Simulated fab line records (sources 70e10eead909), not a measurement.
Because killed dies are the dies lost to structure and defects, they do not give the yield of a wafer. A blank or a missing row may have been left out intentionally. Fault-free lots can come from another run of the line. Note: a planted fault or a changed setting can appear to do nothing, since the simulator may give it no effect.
Which tool was responsible? | flow nand-harc | 12 lots with 35 wafers sampled at 5 steps, on a route of 1159 steps

## WHAT EACH GAUGE READ, for each wafer
NHARC_END_SORT_01. Usual: defect-limited-yield 95.4 %, standard deviation 1.6; killed-at-array 28, standard deviation 11; killed-at-other 0.9, standard deviation 1.2; killed-at-periphery 2.6, standard deviation 2.1; killed-dies 31, standard deviation 11; killed-open 3.1, standard deviation 1.7; killed-short 1.9, standard deviation 1.3; sort_bin_2_pct 1.5 %, standard deviation 0.64; sort_bin_3_pct 0.26 %, standard deviation 0.21; sort_bin_4_pct 2.9 %, standard deviation 1.1; sort-n-pass 646, standard deviation 11; sort-rim-yield-pct 96.4 %, standard deviation 2.3; sort-yield-pct 95.4 %, standard deviation 1.6.
lot  | measured     | on        | defect-limited-yield (%) | killed-at-array | killed-at-other | killed-at-periphery | killed-dies | killed-open | killed-short | sort_bin_2_pct (%) | sort_bin_3_pct (%) | sort_bin_4_pct (%) | sort-n-pass | sort-rim-yield-pct (%) | sort-yield-pct (%) | flag
L359 | day 25 20:01 | prober-01 | 14.2 18.2                | 580 552         | 0 0             | 1 2                 | 581 554     | 2 3         | 0 1          | 38.0 37.8          | 9.45 8.42          | 38.4 35.6          | 96 123      | 13.2 17.9              | 14.2 18.2          | OFF
L362 | day 25 23:12 | prober-02 | 16.4 15.8 95.1           | 565 568 30      | 1 1 3           | 0 1 0               | 566 570 33  | 0 3 3       | 0 1 0        | 37.2 37.5 1.5      | 9.16 9.01 0.30     | 37.2 37.7 3.1      | 111 107 644 | 19.8 19.8 97.2         | 16.4 15.8 95.1     | OFF
L360 | day 26 03:54 | prober-01 | 93.8 95.3 18.0           | 33 27 552       | 5 1 0           | 4 4 3               | 42 32 555   | 5 2 1       | 4 0 2        | 1.9 2.2 38.3       | 0 0.30 8.57        | 4.3 2.2 35.2       | 635 645 122 | 98.1 97.2 13.2         | 93.8 95.3 18.0     | OFF

## TOOL THAT RAN EACH LOT (tool first, then ch and the chambers of the sampled wafers, then the start)
lot  | NHARC_A_BONDPAD_STRIP_15           | NHARC_A_BONDPAD_ETCH_24                       | NHARC_A_BONDPAD_ECD_18         | NHARC_THIN_TSV_STRIP_45
L348 | rie-diel-13 ch 1,2, day 19 12:54   | rie-diel-13 ch 0,1,2, day 19 13:49 or earlier | ecd-cu-01 ch 1, day 19 13:49   | plasma-asher-02 ch 0,1, day 20 06:35
L349 | rie-diel-03 ch 0,1,3, day 19 15:00 | rie-diel-03 ch 1,2,3, day 19 15:59 or earlier | ecd-cu-02 ch 0,1, day 19 15:59 | plasma-asher-02 ch 0,1, day 20 06:02
L356 | rie-diel-04 ch 0,3, day 22 21:08   | rie-diel-04 ch 1,2,3, day 22 22:13 or earlier | ecd-cu-01 ch 0,1, day 22 22:13 | plasma-asher-01 ch 0,1, day 23 14:47
L355 | rie-diel-03 ch 0,1,3, day 22 21:26 | rie-diel-03 ch 0,1,3, day 22 22:23 or earlier | ecd-cu-01 ch 0,1, day 22 22:23 | plasma-asher-01 ch 0,1, day 23 16:32
L357 | rie-diel-04 ch 1,2, day 22 21:49   | rie-diel-04 ch 1,2, day 22 22:52 or earlier   | ecd-cu-01 ch 0,1, day 22 22:52 | plasma-asher-01 ch 0, day 23 17:33
L353 | rie-diel-03 ch 0,1,2, day 23 06:40 | rie-diel-03 ch 0,2,3, day 23 07:35 or earlier | ecd-cu-01 ch 0,1, day 23 07:35 | plasma-asher-02 ch 0,1, day 23 22:05
L354 | rie-diel-03 ch 0,2,3, day 24 04:19 | rie-diel-03 ch 0,1,3, day 24 05:17 or earlier | ecd-cu-02 ch 0,1, day 24 05:17 | plasma-asher-01 ch 0,1, day 24 20:11
L359 | rie-diel-03 ch 0,3, day 24 11:07   | rie-diel-03 ch 1,3, day 24 12:22 or earlier   | ecd-cu-01 ch 1, day 24 12:22   | plasma-asher-01 ch 0, day 25 03:35
L362 | rie-diel-04 ch 1,2, day 24 16:51   | rie-diel-04 ch 0,1, day 24 17:54 or earlier   | ecd-cu-01 ch 0,1, day 24 17:54 | plasma-asher-02 ch 0,1, day 25 08:46
L360 | rie-diel-13 ch 0,3, day 24 20:18   | rie-diel-13 ch 0,1, day 24 21:26 or earlier   | ecd-cu-01 ch 0,1, day 24 21:26 | plasma-asher-02 ch 0,1, day 25 09:58
L364 | rie-diel-13 ch 0,1,3, day 24 20:52 | rie-diel-13 ch 0,1,2, day 24 21:53 or earlier | ecd-cu-02 ch 0,1, day 24 21:53 | plasma-asher-02 ch 0,1, day 25 13:08
L369 | rie-diel-04 ch 0,3, day 25 07:34   | rie-diel-04 ch 0,1,3, day 25 08:40 or earlier | ecd-cu-02 ch 0,1, day 25 08:40 | plasma-asher-02 ch 0,1, day 26 01:07
- NHARC_A_BONDPAD_STRIP_15: strips in O2.
- NHARC_A_BONDPAD_ETCH_24: etches the open film in CF4/N2, target depth 30 nm, time 72.99 s.
- NHARC_A_BONDPAD_ECD_18: material Cu, target thk 400 nm.
- NHARC_THIN_TSV_STRIP_45: strips in O2.

## WHAT THE TOOLS THEMSELVES READ (means of the sampled wafers that have a number; where no wafer has one, the mark that the record gives instead)
NHARC_A_BONDPAD_STRIP_15. Usual: drypump-motor-current-A 5.7 A, standard deviation 0.33; oes-product-au 0.999 a.u., standard deviation 0.007; rf-vpp-V 57.6 V, standard deviation 0.83; showerhead-plenum-p-Torr 3.48 Torr, standard deviation 0.11; throttle-valve-pct 17.036 %, standard deviation 0.0096.
lot  | tool        | drypump-motor-current-A (A) | oes-product-au (a.u.) | rf-vpp-V (V) | showerhead-plenum-p-Torr (Torr) | throttle-valve-pct (%) | flag
L348 | rie-diel-13 | 5.6                         | 1.002                 | 57.8         | 3.34                            | 17.033                 |
L349 | rie-diel-03 | 5.8                         | 0.998                 | 58.1         | 3.47                            | 17.047                 |
L356 | rie-diel-04 | 5.2                         | 0.994                 | 57.2         | 3.45                            | 17.037                 |
L355 | rie-diel-03 | 5.7                         | 1.009                 | 58.1         | 3.47                            | 17.040                 |
L357 | rie-diel-04 | 5.8                         | 0.995                 | 57.3         | 3.48                            | 17.041                 |
L353 | rie-diel-03 | 5.7                         | 0.993                 | 57.0         | 3.50                            | 17.042                 |
L354 | rie-diel-03 | 5.6                         | 1.005                 | 57.1         | 3.45                            | 17.034                 |
L359 | rie-diel-03 | 5.8                         | 0.998                 | 57.6         | 3.42                            | 17.032                 |
L362 | rie-diel-04 | 5.7                         | 0.992                 | 57.4         | 3.47                            | 17.040                 |
L360 | rie-diel-13 | 6.2                         | 0.999                 | 57.7         | 3.68                            | 17.038                 |
L364 | rie-diel-13 | 5.8                         | 1.000                 | 57.7         | 3.56                            | 17.035                 |
L369 | rie-diel-04 | 5.4                         | 0.991                 | 57.0         | 3.37                            | 17.034                 |

NHARC_A_BONDPAD_ETCH_24. Usual: drypump-motor-current-A 5.7 A, standard deviation 0.35; oes-product-au 0.999 a.u., standard deviation 0.0068; rf-vpp-V 313.6 V, standard deviation 1.7; showerhead-plenum-p-Torr 2.59 Torr, standard deviation 0.088; throttle-valve-pct 19.795 %, standard deviation 0.0092.
lot  | tool        | drypump-motor-current-A (A) | oes-product-au (a.u.) | rf-vpp-V (V) | showerhead-plenum-p-Torr (Torr) | throttle-valve-pct (%) | flag
L348 | rie-diel-13 | 5.5                         | 1.001                 | 313.2        | 2.55                            | 19.796                 |
L349 | rie-diel-03 | 5.5                         | 0.994                 | 314.5        | 2.61                            | 19.799                 |
L356 | rie-diel-04 | 5.5                         | 1.006                 | 313.5        | 2.60                            | 19.799                 |
L355 | rie-diel-03 | 5.7                         | 1.003                 | 313.1        | 2.58                            | 19.796                 |
L357 | rie-diel-04 | 5.7                         | 0.998                 | 313.9        | 2.59                            | 19.799                 |
L353 | rie-diel-03 | 5.6                         | 0.994                 | 313.0        | 2.57                            | 19.802                 |
L354 | rie-diel-03 | 5.7                         | 1.003                 | 313.4        | 2.58                            | 19.793                 |
L359 | rie-diel-03 | 5.6                         | 0.999                 | 314.0        | 2.60                            | 19.800                 |
L362 | rie-diel-04 | 5.7                         | 0.997                 | 312.0        | 2.50                            | 19.796                 |
L360 | rie-diel-13 | 5.4                         | 0.996                 | 313.7        | 2.60                            | 19.798                 |
L364 | rie-diel-13 | 5.5                         | 0.997                 | 312.8        | 2.53                            | 19.797                 |
L369 | rie-diel-04 | 5.5                         | 0.983                 | 313.3        | 2.55                            | 19.790                 |

NHARC_THIN_TSV_STRIP_45. Usual: drypump-motor-current-A 5.8 A, standard deviation 0.45; heater-power-w 346 W, standard deviation 20.
lot  | tool            | drypump-motor-current-A (A) | heater-power-w (W) | flag
L348 | plasma-asher-02 | 6.1                         | 351                |
L349 | plasma-asher-02 | 6.1                         | 355                |
L356 | plasma-asher-01 | 5.6                         | 337                |
L355 | plasma-asher-01 | 5.7                         | 330                |
L357 | plasma-asher-01 | 5.7                         | 319                |
L353 | plasma-asher-02 | 6.1                         | 366                |
L354 | plasma-asher-01 | 5.7                         | 323                |
L359 | plasma-asher-01 | 5.7                         | 321                |
L362 | plasma-asher-02 | 5.6                         | 368                |
L360 | plasma-asher-02 | 6.1                         | 364                |
L364 | plasma-asher-02 | 6.1                         | 368                |
L369 | plasma-asher-02 | 5.6                         | 366                |

## THE ANSWER, worked out from the rows above alone
Rule: a lot counts as off when the mean over its wafers that have a number is more than 3 standard deviations away from the usual mean. Also off: a lot with no number at a reading for which 4 or more lots have one. The other lots that the step has rows for count as sound. After the gauges, taken in route order, come the tools' own readings; for these a lot's mean is taken, as printed above. The first step at which some lot is off is used, and at that step the reading that is off furthest; a lot without a number counts as furthest.
Off: L359, L362, L360, at NHARC_END_SORT_01 (sort_bin_2_pct). Neither off nor sound, because the step has no rows for them: L348, L349, L356, L355, L357, L353, L354, L364, L369.
A tool fits if, at a process step before that reading, it ran every lot that is off, and no sound lot after the first of them. The gauges at NHARC_END_SORT_01 are tried like those tools. With no start given for some of its lots, NHARC_A_BONDPAD_ETCH_24 uses the hours and lot order of NHARC_A_BONDPAD_ECD_18. One candidate fits, namely ecd-cu-01 at NHARC_A_BONDPAD_ECD_18. It ran no sound lot before its first lot that is off in this sample, so the start can't be narrowed down.

## WHAT THE SIMULATOR HAD PUT IN
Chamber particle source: ecd-cu-01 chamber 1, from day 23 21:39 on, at NHARC_A_BONDPAD_ECD_18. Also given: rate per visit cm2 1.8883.
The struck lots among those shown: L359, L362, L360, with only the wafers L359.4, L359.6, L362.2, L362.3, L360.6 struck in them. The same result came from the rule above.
